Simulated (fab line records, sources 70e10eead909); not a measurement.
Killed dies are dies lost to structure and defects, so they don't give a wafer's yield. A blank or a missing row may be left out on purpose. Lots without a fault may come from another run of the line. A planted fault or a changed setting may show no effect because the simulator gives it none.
fab line records | flow nand_harc
record lots=12 wafers=36 last_day=24
route steps=1159 shown P_M1@300 THIN_TSV@1119 END@1159
lots that met no fault: from a run of the same line without faults
start_h: hours from the record's first day to the start of the lot's first wafer shown | wait_h: hours since the lot's step before | " the same as in the row above | L1.1+2: a row that stands for several wafers | - no value, or no start given | * or withheld: withheld | < > ~ a bound
route shown NAME@n: a module of which the file shows steps, and the number in the route of the first | usual: mean/standard deviation of fault-free wafers | same: alike in all rows | chamber/n: place in a boat | sites: the reading at each site | _std_site: their standard deviation | _edge_site: outer sites' mean less inner sites' | radius_mm: how far each site lies from the wafer's centre | mask NAME#n: copy n | behind: the tool/chamber that last shaped the wafer | hold: why the lot was held/for how many hours/how that ended | device: the transistor (n, p or np) that didn't switch | end of line: the same wafers' tests at the end of the route | a step without rows: its recipe alone | killed: dies lost to structure and defects at the first sort, not the wafer's yield | map: a wafer's dies, x killed, . not, _ none there
set.NAME: the setting as run; set.NAME@STEP: as run at that earlier step | model.NAME: the simulator's own value behind a step, which no gauge read
steps of the route over a sample of lots; a table a step, a row a wafer
services: from which hour (start_h, from the record's first day; less than 0 if before it) a tool's chamber was out of use, for how many hours, and why
## steps
# step NHARC_P_M1_ETCH_15
# recipe target_depth_a=1825 time_s=91.2 c4f8_flow_sccm=withheld ar_flow_sccm=400 rf_w=600 bias_w=300 chemistry=C4F8/Ar
# usual oes_product_au=0.949/0.023 rf_vpp_V=441.7/2.4
# columns lot.wafer tool chamber start_h wait_h oes_product_au rf_hours_counter_h rf_vpp_V
L675.1 rie_diel-05 0 115.36 - 0.932 7 443.5
L675.4 " 2 " " 0.941 6 440.8
L675.6 " 3 " " 0.918 - 441.3
L676.4 rie_diel-10 2 116.75 - 0.926 3 440.2
L676.3 " 0 " " 0.920 2 441.0
L676.6 " 3 " " 0.939 - 443.4
L677.3 rie_diel-10 1 138.56 - 0.916 3 445.3
L677.6 " 3 " " 0.927 - 444.4
L677.5 " 0 " " 0.919 - 441.7
L678.3 rie_diel-05 3 138.79 - 0.920 10 441.4
L678.1 " 2 " " 0.929 8 442.1
L678.4 " 3 " " 0.926 - 441.1
L679.4 rie_diel-10 0 153.62 - 0.916 3 441.9
L679.6 " 3 " " 0.926 - 443.1
L679.5 " 0 " " 0.915 - 442.5
L681.3 rie_diel-05 3 159.17 - 0.915 11 441.1
L681.2 " 0 " " 0.988 10 443.4
L681.4 " 1 " " 0.919 8 440.3
L683.1 rie_diel-10 1 168.86 - 0.974 4 445.2
L683.4 " 3 " " 0.960 4 443.9
L683.5 " 1 " " 0.961 - 445.9
L684.1 rie_diel-10 0 175.53 - 0.910 4 442.1
L684.3 " 1 " " 0.923 4 446.2
L684.5 " 3 " " 0.925 - 443.0
L685.2 rie_diel-05 1 175.67 - 0.983 0 442.2
L685.3 " 3 " " 0.968 0 441.0
L685.4 " 0 " " 0.981 0 442.6
L687.2 rie_diel-10 0 202.41 - 0.949 0 441.5
L687.5 " 3 " " 0.957 - 443.7
L687.6 " 0 " " 0.951 - 441.4
L686.2 rie_diel-06 3 202.69 - 0.932 10 435.4
L686.3 " 0 " " 0.917 10 444.7
L686.5 " 1 " " 0.936 - 434.1
L694.4 rie_diel-06 0 234.63 - 0.954 13 443.0
L694.1 " 1 " " 0.979 13 436.4
L694.6 " 0 " " 0.964 - 443.1
# step NHARC_THIN_TSV_ETCH_44
# recipe target_depth_a=15942 time_s=797.1 cf4_flow_sccm=150 o2_flow_sccm=10 ar_flow_sccm=0 rf_w=300 bias_w=800 chemistry=CF4/O2
# usual drypump_motor_current_A=5.5/0.52 oes_product_au=0.996/0.012 rf_vpp_V=796/5.1 showerhead_plenum_p_Torr=1.86/0.079 throttle_valve_pct=16.914/0.01
# columns lot.wafer tool chamber start_h wait_h drypump_motor_current_A oes_product_au rf_hours_counter_h rf_vpp_V showerhead_plenum_p_Torr throttle_valve_pct
L675.4 rie_diel-03 1 417.30 0.1 4.9 0.999 1 786 1.71 16.904
L675.1 " 3 " " 5.6 1.004 1 792 1.79 16.911
L675.6 " 1 " " 4.8 1.008 - 786 1.71 16.906
L676.4 rie_diel-03 1 432.14 0.1 4.8 1.001 3 785 1.71 16.906
L676.3 " 3 " " 5.6 0.991 2 792 1.79 16.932
L676.6 " 2 " " 5.9 0.998 - 796 1.86 16.928
L677.3 rie_diel-12 2 433.46 0.2 5.4 0.981 3 802 1.96 16.928
L677.6 " 0 " " 5.8 0.990 - 798 1.90 16.896
L677.5 " 1 " " 4.9 1.009 - 795 1.84 16.896
L678.3 rie_diel-12 1 434.39 0.1 4.9 0.991 5 795 1.84 16.912
L678.1 " 2 " " 5.4 0.988 3 800 1.95 16.906
L678.4 " 3 " " 6.5 1.013 4 800 1.92 16.931
L679.4 rie_diel-12 0 463.65 0.2 5.8 0.994 6 798 1.90 16.917
L679.6 " 2 " " 5.4 0.974 - 803 1.95 16.918
L679.5 " 3 " " 6.5 0.999 - 799 1.92 16.908
L681.3 rie_diel-12 1 472.35 0.1 4.9 0.999 7 795 1.84 16.908
L681.2 " 2 " " 5.4 0.988 5 802 1.95 16.911
L681.4 " 3 " " 6.5 1.018 6 800 1.92 16.905
L683.4 rie_diel-02 0 474.63 0.1 5.1 1.009 13 802 1.95 16.917
L683.1 " 1 " " 5.9 1.001 14 789 1.73 16.908
L683.5 " 1 " " 5.9 0.999 - 789 1.73 16.909
L685.2 rie_diel-03 0 490.07 0.1 6.1 1.017 7 798 1.90 16.941
L685.4 " 1 " " 4.9 0.997 7 786 1.71 16.924
L685.3 " 3 " " 5.6 0.989 6 791 1.79 16.907
L684.3 rie_diel-12 2 491.09 0.1 5.3 0.983 7 802 1.95 16.923
L684.1 " 0 " " 5.8 0.986 9 799 1.90 16.896
L684.5 " 2 " " 5.3 0.991 - 801 1.95 16.918
L686.3 rie_diel-12 3 503.97 0.1 6.5 1.007 9 801 1.92 16.931
L686.2 " 0 " " 5.8 0.985 10 800 1.90 16.925
L686.5 " 3 " " 6.5 1.003 - 799 1.92 16.913
L687.2 rie_diel-03 1 505.10 0.1 4.8 0.988 8 786 1.71 16.906
L687.6 " 1 " " 4.8 0.988 - 786 1.71 16.929
L687.5 " 2 " " 5.9 0.978 - 795 1.86 16.920
L694.1 rie_diel-12 0 555.33 0.2 5.8 0.991 15 799 1.90 16.921
L694.6 " 2 " " 5.4 0.978 - 802 1.95 16.915
L694.4 " 0 " " 5.8 0.997 - 798 1.90 16.913
# step NHARC_THIN_TSV_ETCH_15
# recipe target_depth_a=30000 bosch_target_overetch_cycles=2 bosch_etch_step_s=2.8 bosch_dep_step_s=1.2 bosch_cycles=14
# usual drypump_motor_current_A=5.8/0.52
# columns lot.wafer tool chamber start_h wait_h drypump_motor_current_A rf_hours_counter_h
L675.4 rie_si-01 3 417.81 - 6.6 1.1
L675.1 " 1 " " 5.8 0.9
L675.6 " 3 " " 6.6 -
L676.4 rie_si-02 0 432.72 - 5.5 0.3
L676.3 " 1 " " 5.1 0.3
L676.6 " 0 " " 5.5 -
L677.3 rie_si-06 3 433.92 - 4.7 0.6
L677.6 " 2 " " 6.1 -
L677.5 " 3 " " 4.7 -
L678.3 rie_si-02 0 434.98 - 5.5 0.5
L678.4 " 1 " " 5.1 0.4
L678.1 " 2 " " 5.9 0.4
L679.4 rie_si-02 2 464.11 - 5.9 0.6
L679.5 " 1 " " 5.2 -
L679.6 " 2 " " 5.9 -
L681.4 rie_si-01 3 472.88 - 6.6 1.4
L681.2 " 0 " " 5.5 1.4
L681.3 " 1 " " 5.9 1.4
L683.1 rie_si-06 2 475.24 - 6.1 1.0
L683.5 " 0 " " 5.9 -
L683.4 " 2 " " 6.1 -
L685.3 rie_si-01 3 490.64 - 6.6 0.0
L685.4 " 0 " " 5.5 0.0
L685.2 " 2 " " 6.5 0.0
L684.1 rie_si-02 2 491.60 - 5.9 0.9
L684.3 " 3 " " 5.7 1.0
L684.5 " 3 " " 5.6 -
L686.3 rie_si-02 2 504.50 - 5.9 1.1
L686.2 " 0 " " 5.5 1.0
L686.5 " 2 " " 5.9 -
L687.2 rie_si-06 0 505.69 - 5.9 1.3
L687.5 " 2 " " 6.1 -
L687.6 " 3 " " 4.7 -
L694.4 rie_si-02 1 555.86 - 5.1 1.3
L694.1 " 0 " " 5.5 1.3
L694.6 " 1 " " 5.1 -
# step NHARC_THIN_TSV_STRIP_45
# recipe power_w=1500 temp_c=250 chemistry=O2
# usual drypump_motor_current_A=5.59/0.15 heater_power_w=328/30
# columns lot.wafer tool chamber start_h wait_h drypump_motor_current_A heater_power_w rf_hours_counter_h
L675.1 plasma_asher-01 1 418.03 0.1 5.63 277 49
L675.4 " 1 " " 5.64 283 -
L675.6 " 0 " " 5.62 345 -
L676.4 plasma_asher-01 1 433.02 0.2 5.68 274 -
L676.3 " 0 " " 5.62 345 -
L676.6 " 0 " " 5.63 351 -
L677.3 plasma_asher-01 0 434.22 0.2 5.65 340 -
L677.5 " 0 " " 5.63 344 -
L677.6 " 1 " " 5.62 276 -
L678.1 plasma_asher-01 0 435.23 0.1 5.62 351 55
L678.3 " 1 " " 5.61 280 -
L678.4 " 0 " " 5.62 346 -
L679.4 plasma_asher-01 1 464.46 0.2 5.65 297 -
L679.5 " 0 " " 5.62 361 -
L679.6 " 1 " " 5.64 288 -
L681.2 plasma_asher-02 1 473.08 0.1 5.74 346 35
L681.3 " 1 " " 5.74 347 -
L681.4 " 0 " " 5.29 337 -
L683.1 plasma_asher-02 1 475.51 0.1 5.76 349 36
L683.4 " 1 " " 5.74 339 -
L683.5 " 0 " " 5.28 351 -
L685.2 plasma_asher-01 0 490.90 0.1 5.62 357 10
L685.3 " 1 " " 5.65 288 -
L685.4 " 0 " " 5.61 354 -
L684.1 plasma_asher-01 1 491.87 0.1 5.63 288 10
L684.3 " 1 " " 5.64 286 -
L684.5 " 0 " " 5.62 344 -
L686.2 plasma_asher-01 1 504.71 0.1 5.65 292 15
L686.3 " 1 " " 5.66 289 -
L686.5 " 1 " " 5.66 294 -
L687.2 plasma_asher-02 0 505.88 0.1 5.28 341 46
L687.6 " 0 " " 5.29 353 -
L687.5 " 1 " " 5.77 353 -
L694.1 plasma_asher-01 1 556.08 0.1 5.65 286 35
L694.4 " 1 " " 5.66 288 -
L694.6 " 0 " " 5.62 345 -
# step NHARC_END_SORT_01
# recipe temp_c=25
# usual defect_limited_yield=95.2/1.9 killed_at_array=29/13 killed_at_other=0.7/1 killed_at_periphery=3.2/2.3 killed_dies=33/13 killed_open=3.3/1.7 killed_short=2.0/1.5 sort_bin_2_pct=1.5/0.8 sort_bin_3_pct=0.27/0.22 sort_bin_4_pct=3.0/1.1 sort_n_pass=644/13 sort_rim_yield_pct=96.0/2.9 sort_yield_pct=95.2/1.9
# same gross_dies=677 sort_bin_5_pct[%]=0 sort_bin_6_pct[%]=0 sort_bin_7_pct[%]=0 sort_bin_8_pct[%]=0 sort_rim_n_gross=106.00
# columns lot.wafer tool chamber start_h wait_h defect_limited_yield[%] killed_at_array killed_at_other killed_at_periphery killed_dies killed_open killed_short sort_bin_2_pct[%] sort_bin_3_pct[%] sort_bin_4_pct[%] sort_n_pass sort_rim_yield_pct[%] sort_yield_pct[%]
L675.1 prober-02 0 438.24 2.5 96.6 22 0 1 23 3 1 0.7 0.44 2.2 654 98.1 96.6
L675.4 prober-02 0 440.64 3.4 96.6 19 0 4 23 4 2 1.8 0.15 1.5 654 93.4 96.6
L675.6 prober-02 0 442.24 4.0 95.7 25 1 3 29 5 2 1.6 0.15 2.5 648 99.1 95.7
L678.1 prober-02 0 446.90 2.5 95.7 26 1 2 29 2 1 0.9 0.15 3.2 648 98.1 95.7
L678.3 prober-02 0 448.49 3.1 95.4 27 1 3 31 4 2 1.6 0.15 2.8 646 98.1 95.4
L678.4 prober-02 0 449.29 3.4 96.5 23 0 1 24 2 2 0.7 0.59 2.2 653 97.2 96.5
L676.3 prober-01 0 448.48 3.1 96.5 22 0 2 24 2 4 0.6 0.15 2.8 653 97.2 96.5
L676.4 prober-01 0 449.27 3.4 96.2 20 0 6 26 4 1 1.6 0.15 2.1 651 99.1 96.2
L676.6 prober-01 0 450.86 4.0 96.0 24 0 3 27 3 3 1.2 0.30 2.5 650 97.2 96.0
L677.3 prober-01 0 456.31 3.1 96.9 19 0 2 21 2 2 0.7 0.30 2.1 656 97.2 96.9
L677.5 prober-01 0 457.91 3.7 96.9 18 1 2 21 2 3 0.3 0.30 2.5 656 94.3 96.9
L677.6 prober-01 0 458.71 4.0 95.1 32 0 1 33 3 2 1.2 0.74 3.0 644 98.1 95.1
L679.4 prober-02 0 480.98 3.4 95.6 27 0 3 30 2 1 1.6 0.15 2.7 647 96.2 95.6
L679.5 prober-02 0 481.78 3.7 96.2 25 0 1 26 4 2 0.7 0 3.1 651 90.6 96.2
L679.6 prober-02 0 482.58 4.0 94.8 34 0 1 35 2 1 1.0 0.30 3.8 642 99.1 94.8
L683.1 prober-01 0 487.17 2.5 94.1 36 0 4 40 8 2 1.6 0 4.3 637 90.6 94.1
L683.4 prober-01 0 489.55 3.4 93.1 39 3 5 47 4 1 1.9 0.44 4.6 630 98.1 93.1
L683.5 prober-01 0 490.34 3.7 91.6 45 3 9 57 7 2 2.4 0.74 5.3 620 88.7 91.6
L681.2 prober-02 0 487.94 2.8 96.3 24 0 1 25 4 0 1.0 0.44 2.2 652 98.1 96.3
L681.3 prober-02 0 488.74 3.1 95.4 27 0 4 31 3 5 1.0 0.44 3.1 646 96.2 95.4
L681.4 prober-02 0 489.53 3.4 96.0 23 0 4 27 3 1 1.6 0.15 2.2 650 93.4 96.0
L684.1 prober-02 0 505.63 2.5 83.9 45 0 64 109 3 0 6.6 2.81 6.6 568 86.8 83.9
L684.3 prober-02 0 507.21 3.1 79.6 44 0 94 138 5 2 8.0 4.87 7.5 539 90.6 79.6
L684.5 prober-02 0 508.79 3.7 85.8 40 0 56 96 5 1 5.6 2.81 5.8 581 87.7 85.8
L685.2 prober-01 0 506.48 2.8 94.1 30 2 8 40 3 3 2.4 0.15 3.4 637 95.3 94.1
L685.3 prober-01 0 507.29 3.1 96.0 21 1 5 27 1 2 1.6 0.15 2.2 650 97.2 96.0
L685.4 prober-01 0 508.09 3.4 95.0 28 0 6 34 4 0 1.8 0.30 3.0 643 95.3 95.0
L686.2 prober-01 0 518.99 2.8 94.1 35 0 5 40 3 1 1.8 0.59 3.5 637 94.3 94.1
L686.3 prober-01 0 519.78 3.1 93.9 40 1 0 41 5 0 1.5 0.30 4.3 636 90.6 93.9
L686.5 prober-01 0 521.36 3.6 94.2 38 0 1 39 2 1 2.2 0.44 3.1 638 89.6 94.2
L687.2 prober-02 0 521.94 2.8 85.1 33 0 68 101 6 4 6.1 2.95 5.9 576 84.0 85.1
L687.5 prober-02 0 524.35 3.7 86.9 33 0 56 89 3 5 4.0 3.69 5.5 588 83.0 86.9
L687.6 prober-02 0 525.16 4.0 85.7 33 0 64 97 4 2 5.3 3.84 5.2 580 85.8 85.7
L694.1 prober-01 0 572.27 2.5 91.6 56 0 1 57 3 1 2.8 0.59 5.0 620 98.1 91.6
L694.4 prober-01 0 574.68 3.4 92.5 50 0 1 51 2 1 2.2 1.03 4.3 626 93.4 92.5
L694.6 prober-01 0 576.28 4.0 92.5 50 0 1 51 2 1 2.4 0.30 4.9 626 94.3 92.5
# killed by level:class
L675.1 A_SLIT:chamber_film_flake=12 A_STAIRCASE:chamber_film_flake=3 A_CONTACT:geometric_particle:open=2 A_WL_FILL:chamber_film_flake=2 P_M0:geometric_particle:open=1 A_ONON_D1:geometric_particle:short=1 A_ZERO_WELL:chamber_film_flake=1 A_CONTACT:chamber_film_flake=1
L675.4 A_SLIT:chamber_film_flake=5 A_STAIRCASE:chamber_film_flake=3 A_WL_FILL:chamber_film_flake=3 P_GATE:chamber_film_flake=2 A_CHANNEL_HOLE_D1:chamber_film_flake=2 P_GATE:geometric_particle:open=1 P_CONTACT:geometric_particle:open=1 A_ONON_D1:geometric_particle:short=1
L675.6 A_SLIT:chamber_film_flake=10 A_CONTACT:chamber_film_flake=5 A_CHANNEL_HOLE_D1:chamber_film_flake=2 A_M0:chamber_film_flake=2 P_GATE:geometric_particle:short=1 P_CONTACT:geometric_particle:open=1 A_WL_FILL:geometric_particle:short=1 A_CONTACT:geometric_particle:open=1
L678.1 A_CHANNEL_HOLE_D1:chamber_film_flake=12 A_CONTACT:chamber_film_flake=7 A_CONTACT:geometric_particle:open=2 A_SLIT:chamber_film_flake=2 P_GATE:chamber_film_flake=2 A_STAIRCASE:chamber_film_flake=2 STARTING-WAFER:geometric_particle:short=1 A_CHANNEL_FILL_D1:chamber_film_flake=1
L676.3 A_CHANNEL_HOLE_D1:chamber_film_flake=8 A_ZERO_WELL:chamber_film_flake=3 A_CONTACT:chamber_film_flake=3 A_CHANNEL_FILL_D1:geometric_particle:short=2 P_CONTACT:geometric_particle:open=1 A_ONON_D1:geometric_particle:short=1 A_CHANNEL_HOLE_D1:geometric_particle:open=1 A_WL_FILL:geometric_particle:short=1
L678.3 A_CHANNEL_HOLE_D1:chamber_film_flake=10 A_CONTACT:chamber_film_flake=6 A_STAIRCASE:chamber_film_flake=4 A_CHANNEL_FILL_D1:chamber_film_flake=2 P_M0:geometric_particle:open=1 A_CHANNEL_FILL_D1:geometric_particle:open=1 A_WL_FILL:geometric_particle:open=1 A_M0:geometric_particle:open=1
L676.4 A_CHANNEL_HOLE_D1:chamber_film_flake=16 P_CONTACT:geometric_particle:open=2 P_M2:chamber_film_flake=2 A_STAIRCASE:chamber_film_flake=2 P_M0:geometric_particle:open=1 A_ONON_D1:geometric_particle:open=1 A_CHANNEL_FILL_D1:geometric_particle:short=1 P_STI:chamber_film_flake=1
L678.4 A_CHANNEL_HOLE_D1:chamber_film_flake=10 A_CONTACT:chamber_film_flake=6 A_CHANNEL_FILL_D1:chamber_film_flake=2 A_STAIRCASE:chamber_film_flake=2 P_GATE:geometric_particle:open=1 A_CHANNEL_FILL_D1:geometric_particle:short=1 A_SGD_CUT:geometric_particle:short=1 A_CONTACT:geometric_particle:open=1
L676.6 A_CHANNEL_HOLE_D1:chamber_film_flake=12 A_STAIRCASE:chamber_film_flake=3 P_CONTACT:chamber_film_flake=2 A_SGD_CUT:geometric_particle:open=1 A_SGD_CUT:geometric_particle:short=1 A_WL_FILL:geometric_particle:short=1 A_WL_FILL:geometric_particle:open=1 A_CONTACT:geometric_particle:short=1
L677.3 A_SLIT:chamber_film_flake=6 A_CHANNEL_HOLE_D1:chamber_film_flake=5 A_CONTACT:chamber_film_flake=2 A_CHANNEL_HOLE_D1:geometric_particle:short=1 A_CONTACT:geometric_particle:open=1 A_M0:geometric_particle:open=1 A_M1:geometric_particle:short=1 P_GATE:chamber_film_flake=1
L677.5 A_SLIT:chamber_film_flake=7 A_CHANNEL_HOLE_D1:chamber_film_flake=2 A_STAIRCASE:chamber_film_flake=2 A_CONTACT:chamber_film_flake=2 P_M0:geometric_particle:open=1 A_ONON_D1:geometric_particle:short=1 A_CHANNEL_FILL_D1:geometric_particle:short=1 A_CHANNEL_FILL_D1:geometric_particle:open=1
L677.6 A_SLIT:chamber_film_flake=16 A_CHANNEL_HOLE_D1:chamber_film_flake=4 A_STAIRCASE:chamber_film_flake=3 A_CONTACT:chamber_film_flake=3 A_ONON_D1:geometric_particle:open=2 A_WL_FILL:geometric_particle:short=2 A_M1:geometric_particle:open=1 P_GATE:chamber_film_flake=1
L679.4 A_CHANNEL_HOLE_D1:chamber_film_flake=10 A_SLIT:chamber_film_flake=7 A_CONTACT:chamber_film_flake=6 A_STAIRCASE:chamber_film_flake=2 P_M0:geometric_particle:open=1 A_ONON_D1:geometric_particle:short=1 A_CHANNEL_HOLE_D1:geometric_particle:open=1 P_ZERO_WELL:chamber_film_flake=1
L679.5 A_CHANNEL_HOLE_D1:chamber_film_flake=10 A_SLIT:chamber_film_flake=7 A_CHANNEL_FILL_D1:geometric_particle:short=2 A_WL_FILL:geometric_particle:open=2 A_CONTACT:geometric_particle:open=1 A_M1:geometric_particle:open=1 P_ZERO_WELL:chamber_film_flake=1 A_CHANNEL_FILL_D1:chamber_film_flake=1
L679.6 A_SLIT:chamber_film_flake=15 A_CHANNEL_HOLE_D1:chamber_film_flake=13 A_CONTACT:chamber_film_flake=3 P_CONTACT:geometric_particle:open=1 A_CHANNEL_FILL_D1:geometric_particle:open=1 A_BLC:geometric_particle:short=1 A_STAIRCASE:chamber_film_flake=1
L683.1 A_CHANNEL_HOLE_D1:chamber_film_flake=13 A_SLIT:chamber_film_flake=8 A_CHANNEL_FILL_D1:geometric_particle:open=3 A_STAIRCASE:chamber_film_flake=3 P_ZERO_WELL:chamber_film_flake=2 A_CONTACT:chamber_film_flake=2 P_CONTACT:geometric_particle:short=1 P_CONTACT:geometric_particle:open=1
L681.2 A_SLIT:chamber_film_flake=9 A_STAIRCASE:chamber_film_flake=7 A_CHANNEL_HOLE_D1:chamber_film_flake=3 A_CONTACT:chamber_film_flake=2 P_M0:geometric_particle:open=1 A_ONON_D1:geometric_particle:open=1 A_SGD_CUT:geometric_particle:open=1 A_M0:geometric_particle:open=1
L681.3 A_SLIT:chamber_film_flake=8 A_STAIRCASE:chamber_film_flake=5 A_CONTACT:chamber_film_flake=5 P_STI:chamber_film_flake=2 A_CHANNEL_HOLE_D1:chamber_film_flake=2 P_CONTACT:geometric_particle:short=1 A_SOURCE_PLATE:geometric_particle:short=1 A_ONON_D1:geometric_particle:short=1
L681.4 A_SLIT:chamber_film_flake=10 A_CONTACT:chamber_film_flake=4 P_STI:chamber_film_flake=3 A_CHANNEL_HOLE_D1:chamber_film_flake=3 A_STAIRCASE:chamber_film_flake=2 A_ONON_D1:geometric_particle:short=1 A_CHANNEL_FILL_D1:geometric_particle:open=1 A_CONTACT:geometric_particle:open=1
L683.4 A_CHANNEL_HOLE_D1:chamber_film_flake=11 A_SLIT:chamber_film_flake=11 A_STAIRCASE:chamber_film_flake=8 P_ZERO_WELL:chamber_film_flake=5 HYBRID_BOND:chamber_film_flake=3 A_CONTACT:chamber_film_flake=3 A_CONTACT:geometric_particle:open=2 A_CHANNEL_HOLE_D1:geometric_particle:open=1
L683.5 A_CHANNEL_HOLE_D1:chamber_film_flake=14 A_SLIT:chamber_film_flake=11 A_STAIRCASE:chamber_film_flake=6 A_CONTACT:chamber_film_flake=5 A_ZERO_WELL:chamber_film_flake=4 HYBRID_BOND:chamber_film_flake=3 P_CONTACT:geometric_particle:open=2 P_ZERO_WELL:chamber_film_flake=2
L684.1 P_M1:unspecified=63 A_SLIT:chamber_film_flake=18 A_CHANNEL_HOLE_D1:chamber_film_flake=11 A_CONTACT:chamber_film_flake=8 A_STAIRCASE:chamber_film_flake=4 A_M0:geometric_particle:open=2 A_M1:geometric_particle:open=1 P_STI:chamber_film_flake=1
L685.2 A_STAIRCASE:chamber_film_flake=7 A_CHANNEL_HOLE_D1:chamber_film_flake=4 A_WL_FILL:chamber_film_flake=4 A_BLC:chamber_film_flake=4 P_ZERO_WELL:chamber_film_flake=3 P_CONTACT:chamber_film_flake=3 A_BONDPAD:chamber_film_flake=3 P_M1:chamber_film_flake=2
L684.3 P_M1:unspecified=93 A_CHANNEL_HOLE_D1:chamber_film_flake=16 A_SLIT:chamber_film_flake=9 A_CONTACT:chamber_film_flake=7 A_STAIRCASE:chamber_film_flake=5 P_M1:geometric_particle:open=1 A_CHANNEL_FILL_D1:geometric_particle:open=1 A_WL_FILL:geometric_particle:short=1
L685.3 A_BONDPAD:chamber_film_flake=7 A_CHANNEL_HOLE_D1:chamber_film_flake=3 P_ZERO_WELL:chamber_film_flake=3 A_STAIRCASE:chamber_film_flake=3 A_BLC:chamber_film_flake=3 P_M1:chamber_film_flake=2 A_SOURCE_PLATE:geometric_particle:short=1 A_CONTACT:geometric_particle:short=1
L685.4 A_BONDPAD:chamber_film_flake=9 A_STAIRCASE:chamber_film_flake=4 A_CONTACT:chamber_film_flake=4 P_ZERO_WELL:chamber_film_flake=3 A_CHANNEL_HOLE_D1:chamber_film_flake=3 A_WL_FILL:chamber_film_flake=3 P_M1:chamber_film_flake=2 A_ONON_D1:geometric_particle:open=1
L684.5 P_M1:unspecified=55 A_SLIT:chamber_film_flake=17 A_CHANNEL_HOLE_D1:chamber_film_flake=14 A_STAIRCASE:chamber_film_flake=2 P_CONTACT:geometric_particle:open=1 A_SOURCE_PLATE:geometric_particle:short=1 A_ONON_D1:geometric_particle:open=1 A_CHANNEL_FILL_D1:geometric_particle:open=1
L686.2 A_SLIT:chamber_film_flake=15 A_CHANNEL_HOLE_D1:chamber_film_flake=13 A_CONTACT:chamber_film_flake=4 P_CONTACT:geometric_particle:open=1 P_CONTACT:geometric_particle:short=1 A_WL_FILL:geometric_particle:open=1 A_CONTACT:geometric_particle:open=1 P_ZERO_WELL:chamber_film_flake=1
L686.3 A_CHANNEL_HOLE_D1:chamber_film_flake=19 A_SLIT:chamber_film_flake=10 A_CONTACT:chamber_film_flake=3 A_BLC:geometric_particle:open=2 A_ZERO_WELL:chamber_film_flake=2 A_ONON_D1:geometric_particle:open=1 A_M1:geometric_particle:open=1 STARTING-WAFER:geometric_particle:open=1
L686.5 A_CHANNEL_HOLE_D1:chamber_film_flake=21 A_SLIT:chamber_film_flake=11 A_ZERO_WELL:chamber_film_flake=2 A_CONTACT:chamber_film_flake=2 P_CONTACT:geometric_particle:open=1 A_ONON_D1:geometric_particle:short=1 A_M0:geometric_particle:open=1
L687.2 P_M1:unspecified=66 A_CHANNEL_HOLE_D1:chamber_film_flake=17 A_CONTACT:chamber_film_flake=6 A_CONTACT:geometric_particle:open=2 A_M1:geometric_particle:short=2 A_M1:geometric_particle:open=2 P_M1:chamber_film_flake=2 A_CHANNEL_FILL_D1:geometric_particle:open=1
L687.5 P_M1:unspecified=55 A_CHANNEL_HOLE_D1:chamber_film_flake=17 A_CONTACT:chamber_film_flake=7 A_CONTACT:geometric_particle:short=2 A_ZERO_WELL:chamber_film_flake=2 P_M0:geometric_particle:open=1 A_SGD_CUT:geometric_particle:short=1 A_WL_FILL:geometric_particle:short=1
L687.6 P_M1:unspecified=62 A_CHANNEL_HOLE_D1:chamber_film_flake=20 A_CONTACT:chamber_film_flake=4 A_ZERO_WELL:chamber_film_flake=3 P_M0:geometric_particle:short=1 A_CHANNEL_HOLE_D1:geometric_particle:open=1 A_CHANNEL_FILL_D1:geometric_particle:open=1 A_STAIRCASE:geometric_particle:open=1
L694.1 A_SLIT:chamber_film_flake=25 A_CHANNEL_HOLE_D1:chamber_film_flake=21 A_CONTACT:chamber_film_flake=4 A_CONTACT:geometric_particle:open=2 A_WL_FILL:chamber_film_flake=2 A_ONON_D1:geometric_particle:short=1 A_M0:geometric_particle:open=1 P_BONDPAD:chamber_film_flake=1
L694.4 A_CHANNEL_HOLE_D1:chamber_film_flake=22 A_SLIT:chamber_film_flake=11 A_CONTACT:chamber_film_flake=11 A_CHANNEL_FILL_D1:chamber_film_flake=2 A_CHANNEL_FILL_D1:geometric_particle:open=1 A_CHANNEL_FILL_D1:geometric_particle:short=1 A_CONTACT:geometric_particle:open=1 P_STI:chamber_film_flake=1
L694.6 A_CHANNEL_HOLE_D1:chamber_film_flake=21 A_SLIT:chamber_film_flake=12 A_CONTACT:chamber_film_flake=9 A_CONTACT:geometric_particle:open=2 A_CHANNEL_FILL_D1:chamber_film_flake=2 A_M1:chamber_film_flake=2 A_CHANNEL_FILL_D1:geometric_particle:short=1 P_STI:chamber_film_flake=1
## services
# columns tool chamber start_h hours kind
plasma_asher-01 - 99.00 9.0 pm
rie_diel-10 - 110.44 0.8 repair
rie_diel-05 - 116.59 0.3 repair
rie_diel-12 1 140.48 8.1 repair
rie_diel-10 - 176.50 9.0 pm
rie_diel-12 - 202.47 9.0 pm
rie_si-02 - 211.00 9.0 pm
rie_diel-10 - 219.34 0.7 repair
rie_diel-10 3 268.01 5.5 repair
rie_si-02 0 273.70 4.8 repair
plasma_asher-01 - 276.00 9.0 pm
rie_diel-10 - 353.50 9.0 pm
rie_diel-10 1 363.14 10.1 repair
rie_diel-12 - 379.47 9.0 pm
plasma_asher-01 - 382.90 0.4 repair
rie_si-02 - 385.48 4.3 repair
rie_si-02 - 389.82 9.0 pm
rie_diel-12 3 444.34 2.6 repair
plasma_asher-01 - 453.00 9.0 pm
rie_diel-10 2 467.78 4.6 repair
rie_si-02 0 472.05 5.3 repair
rie_diel-10 0 478.53 10.4 repair
rie_diel-10 - 530.50 9.0 pm
rie_diel-10 - 549.14 0.3 repair
## key
first_sign step=NHARC_END_SORT_01 reading=killed_at_periphery direction=up sigmas=28 usual=3.2 struck=67
effect step=NHARC_END_SORT_01 reading=killed_dies direction=up sigmas=5.6 usual=33 struck=105
more_kills_born_at NHARC_P_M1_ETCH_15@rie_diel-10=394
met_at NHARC_P_M1_ETCH_15
struck_lots L684,L687
not_acting_at NHARC_THIN_TSV_ETCH_44,NHARC_THIN_TSV_ETCH_15,NHARC_THIN_TSV_STRIP_45
onset_between 168.86 175.53
fault kind=chamber_particle_source tool=rie_diel-10 chamber=- onset_h=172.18 steps=NHARC_P_M1_ETCH_15 rate_per_visit_cm2=1.1601 end_h=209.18
